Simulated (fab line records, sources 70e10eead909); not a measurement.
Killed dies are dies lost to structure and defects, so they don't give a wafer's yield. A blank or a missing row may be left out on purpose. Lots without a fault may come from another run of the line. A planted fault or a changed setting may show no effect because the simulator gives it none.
One fault seen from 2 desks | flow nand_harc | each desk has only its own numbers; what lay behind them comes last

THE METROLOGY DESK
What the gauges read, lot by lot, whatever tool the lot ran on: means of the sampled wafers that have a number. A lot is out of limits, marked OUT, if its mean lies more than 4 standard deviations from the usual mean; the brackets give that distance.
Columns: A = thk_nm at NHARC_A_ONON_D1_THK_MEAS_08, usual 1002 nm; B = thk_nm at NHARC_A_ONON_D1_THK_MEAS_14, usual 1000 nm
lot  | first seen here | A    | B
L701 | day 7 17:05     | 1001 | 987
L703 | day 8 14:28     | 1000 | 1007
L704 | day 9 00:08     | 1014 | 995
L705 | day 9 13:53     | 997  | 1019
L706 | day 10 02:02    | 999  | 993
L708 | day 10 15:52    | 999  | 1017
L707 | day 10 15:53    | 1007 | 990
L711 | day 11 20:21    | 986  | 1001
L712 | day 12 10:24    | 1001 | 1008
L715 | day 14 03:29    | 1002 | 892 (-9.8) OUT
L718 | day 14 16:27    | 1012 | 910 (-8.2) OUT
L719 | day 15 09:40    | 1009 | 907 (-8.5) OUT
L721 | day 16 04:39    | 1002 | 994
L723 | day 16 21:06    | 1016 | 1008
L724 | day 17 03:49    | 994  | 1012
This desk's finding: out of limits on L715, L718, L719; first on L715, day 14 04:37 (thk_nm at NHARC_A_ONON_D1_THK_MEAS_14). In limits: L701, L703, L704, L705, L706, L708, L707, L711, L712, L721, L723, L724.

THE TOOL OWNER'S DESK: pecvd_onon-03
The tool's own readings at NHARC_A_ONON_D1_DEP_12 (target thk 1000 nm): means of the sampled wafers that have a number, for each lot that ran on this tool. A lot is out of limits, marked OUT, if its mean lies more than 4 standard deviations from the usual mean; the brackets give that distance.
Columns: A = nh3_flow_sccm at NHARC_A_ONON_D1_DEP_12, usual 499.5 sccm
lot  | first seen here | A
L715 | day 14 04:13    | 498.8
L718 | day 14 17:15    | 500.4
L719 | day 15 10:17    | 499.6
This desk's finding: nothing out of limits on any of the 3 lots.

PUT TOGETHER
The metrology desk could have raised an alarm at day 14 04:37, on L715, L718, L719.
The tool owner's desk saw nothing out of limits.
The tool owner's desk has L715, L718, L719 on record, within its limits.
Of the lots named, all ran NHARC_A_ONON_D1_DEP_12 on pecvd_onon-03.

WHAT THE SIMULATOR HAD PUT IN
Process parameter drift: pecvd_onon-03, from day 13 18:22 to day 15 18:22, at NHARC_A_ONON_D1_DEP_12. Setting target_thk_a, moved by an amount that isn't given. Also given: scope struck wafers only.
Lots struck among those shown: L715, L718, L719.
Hours from the fault's start to each desk's first reading out of limits: the metrology desk, 10.
